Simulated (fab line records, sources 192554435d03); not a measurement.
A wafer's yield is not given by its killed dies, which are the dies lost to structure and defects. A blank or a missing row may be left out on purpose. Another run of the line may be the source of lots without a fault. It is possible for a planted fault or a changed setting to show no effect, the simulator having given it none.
Which tool was responsible? | flow n5 finfet | 9 lots, 26 wafers sampled, at 8 steps of a route of 1938

## WHAT THE GAUGES SHOWED, per wafer
N5_PMOS_HMC_CHANNEL_EPI_CD_MEAS_09: the cd target is 237.4 nm.
lot  | measured    | on        | cd nm (nm)
L987 | day 2 00:23 | cd sem-03 | 236.8 235.3 235.0
L989 | day 2 12:01 | cd sem-03 | 235.3 236.2 235.0
L990 | day 2 17:20 | cd sem-01 | 237.8 237.0 236.2
L992 | day 3 05:34 | cd sem-01 | 236.0 236.9 238.0
L998 | day 4 17:11 | cd sem-03 | 236.5 237.4 237.9
L100 | day 5 06:02 | cd sem-03 | 238.0 236.3 235.8
L105 | day 6 11:07 | cd sem-02 | 235.9 235.4
L107 | day 6 23:22 | cd sem-03 | 237.2 237.1 237.2
L109 | day 7 11:05 | cd sem-03 | 235.3 234.7 236.7

N5_PMOS_HMC_CHANNEL_EPI_INSPECT_30: inspects for defects (darkfield).
lot  | measured    | on                | raw defect count
L987 | day 2 03:20 | defect inspect-02 | 33 15 15
L989 | day 2 14:52 | defect inspect-02 | 19 34 22
L990 | day 2 20:37 | defect inspect-02 | 21 18 17
L992 | day 3 09:02 | defect inspect-02 | 21 15 29
L998 | day 4 20:57 | defect inspect-02 | 1033 997 1002
L100 | day 5 08:52 | defect inspect-02 | 1013 1070 953
L105 | day 6 16:46 | defect inspect-01 | 23 35
L107 | day 7 02:44 | defect inspect-02 | 23 16 12
L109 | day 7 14:55 | defect inspect-02 | 20 30 13

N5_FIN_SAQP_THK_MEAS_07.
lot  | measured    | on            | thk nm (nm)
L987 | day 2 04:17 | film metro-01 | 60.5 61.5 61.3
L989 | day 2 15:53 | film metro-01 | 59.5 59.9 59.6
L990 | day 2 21:30 | film metro-02 | 60.2 59.9 61.6
L992 | day 3 09:53 | film metro-02 | 60.0 58.6 59.9
L998 | day 4 21:51 | film metro-01 | 58.3 58.9 59.2
L100 | day 5 09:43 | film metro-01 | 59.6 58.5 60.2
L105 | day 6 17:49 | film metro-02 | 59.7 61.7
L107 | day 7 03:40 | film metro-02 | 59.3 59.8 60.2
L109 | day 7 15:46 | film metro-02 | 60.6 59.4 60.9

N5_FIN_SAQP_INSPECT_18: inspects for defects (brightfield).
lot  | measured    | on                | raw defect count
L987 | day 2 04:49 | defect inspect-02 | 557 521 407
L989 | day 2 16:26 | defect inspect-02 | 424 348 327
L990 | day 2 22:04 | defect inspect-02 | 312 332 388
L992 | day 3 10:20 | defect inspect-02 | 251 390 375
L998 | day 4 22:25 | defect inspect-02 | 1402 1305 1283
L100 | day 5 10:16 | defect inspect-02 | 1694 1634 1556
L105 | day 6 18:15 | defect inspect-02 | 589 524
L107 | day 7 04:13 | defect inspect-01 | 277 281 280
L109 | day 7 16:19 | defect inspect-02 | 608 374 312

N5_FIN_SAQP_INSPECT_40: inspects for defects (brightfield).
lot  | measured    | on                | raw defect count
L987 | day 2 09:42 | defect inspect-02 | 301 299 258
L989 | day 2 20:37 | defect inspect-02 | 260 273 205
L990 | day 3 02:52 | defect inspect-02 | 169 161 169
L992 | day 3 15:28 | defect inspect-02 | 202 347 244
L998 | day 5 03:32 | defect inspect-02 | 1258 1186 1192
L100 | day 5 14:56 | defect inspect-02 | 1172 1268 1152
L105 | day 6 22:45 | defect inspect-01 | 178 222
L107 | day 7 08:54 | defect inspect-01 | 181 131 223
L109 | day 7 20:46 | defect inspect-02 | 327 204 214

N5_BEOL_M4_RC_MEAS_101.
lot  | measured     | on        | DIBL_N (mV/V)  | DIBL_P (mV/V) | IOFF_N (nA/um) | IOFF_P (nA/um) | ION_N (uA/um) | ION_P (uA/um) | SS_N (mV/dec)  | SS_P (mV/dec)  | VT_N (mV)   | VT_P (mV)
L987 | day 8 14:59  | prober-01 | 39.5 36.7 34.4 | 40 37 33      | 0.21 0.15 0.13 | 0.29 0.22 0.17 | 680 671 654   | 466 461 450   | 72.7 71.6 71.9 | 74.0 73.3 71.9 | 248 251 255 | -246 -251 -253
L989 | day 9 13:48  | prober-01 | 37.7 36.7 37.9 | 39 37 38      | 0.20 0.19 0.20 | 0.25 0.23 0.23 | 688 681 664   | 467 464 453   | 71.6 72.0 73.0 | 73.7 72.7 73.8 | 248 245 247 | -248 -248 -248
L990 | day 9 08:38  | prober-01 | 35.0 34.1 36.0 | 34 32 35      | 0.13 0.12 0.14 | 0.16 0.14 0.17 | 664 652 664   | 455 445 453   | 71.5 71.4 71.1 | 73.0 72.2 72.8 | 253 256 255 | -251 -257 -255
L992 | day 9 18:23  | prober-01 | 37.7 34.9 36.0 | 40 36 36      | 0.19 0.13 0.16 | 0.22 0.18 0.18 | 671 657 679   | 459 450 457   | 72.5 71.4 72.1 | 74.4 73.3 72.9 | 250 253 250 | -251 -253 -254
L998 | day 11 14:18 | prober-02 | 36.4 37.8 36.6 | 37 38 38      | 0.18 0.19 0.19 | 0.20 0.22 0.22 | 671 674 692   | 456 453 471   | 72.2 72.7 71.8 | 73.0 74.0 72.8 | 249 250 246 | -252 -253 -251
L100 | day 12 01:22 | prober-02 | 35.8 39.2 39.0 | 36 40 41      | 0.15 0.21 0.21 | 0.19 0.25 0.27 | 694 679 712   | 467 466 484   | 71.0 72.0 72.4 | 72.6 74.1 74.0 | 250 246 243 | -253 -250 -248
L105 | day 12 21:28 | prober-02 | 42.6 43.0      | 45 45         | 0.30 0.30      | 0.31 0.32      | 698 693       | 471 462       | 73.4 73.8      | 75.3 75.1      | 245 244     | -246 -247
L107 | day 13 21:18 | prober-02 | 32.5 36.1 37.3 | 33 37 39      | 0.12 0.17 0.21 | 0.14 0.18 0.22 | 665 690 697   | 453 459 464   | 71.2 71.7 72.5 | 72.1 72.8 74.6 | 252 249 244 | -255 -255 -252
L109 | day 14 00:27 | prober-01 | 34.9 37.6 37.8 | 35 38 39      | 0.13 0.16 0.19 | 0.16 0.19 0.22 | 662 662 681   | 456 448 460   | 71.0 71.7 71.8 | 73.0 73.5 73.7 | 254 254 249 | -253 -253 -252

## EACH LOT AND THE TOOL THAT RAN IT (in order: tool; ch and the chambers of the sampled wafers; start)
lot  | N5_PMOS_HMC_CHANNEL_EPI_FIN_RECESS_16 | N5_PMOS_HMC_CHANNEL_EPI_CMP_21
L987 | rie si-02 ch 0,1,2, day 2 00:57       | cmp-03 ch 0,2,3, day 2 02:30
L989 | rie si-01 ch 0,1, day 2 12:34         | cmp-01 ch 0,1, day 2 14:07
L990 | rie si-06 ch 1,3, day 2 18:12         | cmp-02 ch 0,2,3, day 2 19:46
L992 | rie si-01 ch 1,2,3, day 3 06:45       | cmp-03 ch 1,2, day 3 08:16
L998 | rie si-06 ch 1,2, day 4 17:44         | cmp-03 ch 0,1,2, day 4 20:10
L100 | rie si-02 ch 0,1,2, day 5 06:35       | cmp-03 ch 0,1,2, day 5 08:06
L105 | rie si-02 ch 1,2, day 6 11:40         | cmp-01 ch 2, day 6 15:46
L107 | rie si-01 ch 0,1,3, day 7 00:02       | cmp-02 ch 2,3, day 7 01:33
L109 | rie si-02 ch 0,1,2, day 7 11:38       | cmp-01 ch 0,2,3, day 7 14:08
- N5_PMOS_HMC_CHANNEL_EPI_FIN_RECESS_16: chemistry HBr/Cl2, target Si, target depth 54 nm, time 18 s.
- N5_PMOS_HMC_CHANNEL_EPI_CMP_21: polishes SiGe30, target thk 54 nm.

## WHAT THE TOOLS THEMSELVES READ (means of the sampled wafers that have a number; where no wafer has one, the mark that the record gives instead)
N5_PMOS_HMC_CHANNEL_EPI_FIN_RECESS_16.
lot  | tool      | chamber pressure mTorr (mTorr) | drypump motor current A (A) | oes product au (a.u.) | throttle valve pct (%)
L987 | rie si-02 | 10.002                         | 5.4                         | 0.997                 | 35.2
L989 | rie si-01 | 9.990                          | 5.8                         | 0.992                 | 34.8
L990 | rie si-06 | 10.011                         | 5.8                         | 0.999                 | 35.4
L992 | rie si-01 | 10.005                         | 5.7                         | 0.999                 | 35.3
L998 | rie si-06 | 10.005                         | 5.9                         | 1.014                 | 35.3
L100 | rie si-02 | 10.003                         | 5.4                         | 0.994                 | 35.2
L105 | rie si-02 | 10.003                         | 5.3                         | 0.992                 | 35.2
L107 | rie si-01 | 9.994                          | 5.9                         | 0.995                 | 35.3
L109 | rie si-02 | 9.995                          | 5.4                         | 0.993                 | 35.2

N5_PMOS_HMC_CHANNEL_EPI_CMP_21.
lot  | tool   | edge zone pressure frac | motor current A (A) | slurry filter dp kPa (kPa)
L987 | cmp-03 | 0.998                   | 12.0                | 13.60
L989 | cmp-01 | 0.995                   | 12.0                | 13.45
L990 | cmp-02 | 1.004                   | 12.7                | 13.48
L992 | cmp-03 | 0.998                   | 11.2                | 13.51
L998 | cmp-03 | 0.995                   | 12.1                | 13.51
L100 | cmp-03 | 0.995                   | 11.5                | 13.54
L105 | cmp-01 | 0.992                   | 14.6                | 13.30
L107 | cmp-02 | 1.000                   | 12.2                | 13.54
L109 | cmp-01 | 0.997                   | 13.6                | 13.29

## THE ANSWER, worked out from the rows above alone
Rule: what is usual is taken from the lots themselves. The widest of any qualifying gaps counts: lots, ordered by their means at a reading, are off when they make up no more than a third of the lots, leave a main group of 4 or more, and stand apart from it by 3 or more times the standard deviation of that group's means. A main group is skipped when, at the precision printed for the reading in the tables above, its means are all equal. A lot without any number at a reading at which 4 lots or more have one is off too. Where the step has rows for the other lots, those lots are counted as sound. First the gauges in route order, then the tools' own readings, where a lot's mean is used as printed above. At the first step where some lot is off, the reading lying furthest off is the one used; lots without a number count as furthest.
Off: L998, L100, at N5_PMOS_HMC_CHANNEL_EPI_INSPECT_30 (raw defect count). Mean 22 and standard deviation 3.7 in the main group.
If a tool, at a process step before that reading, ran all the lots that are off and no sound lot after the first of them, it fits. Those tools and the gauges at N5_PMOS_HMC_CHANNEL_EPI_INSPECT_30 are tried in the same way. One fits: N5_PMOS_HMC_CHANNEL_EPI_CMP_21 on cmp-03. Its last sound lot is L992 (day 3 08:16), its first lot that is off L998 (day 4 20:10): a fault that began between those two fits.

## WHAT THE SIMULATOR HAD INSERTED
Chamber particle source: cmp-03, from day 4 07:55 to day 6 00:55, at N5_PMOS_HMC_CHANNEL_EPI_CMP_21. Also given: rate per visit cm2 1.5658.
Struck lots among those shown: L998, L100. The rule given above showed the same thing.
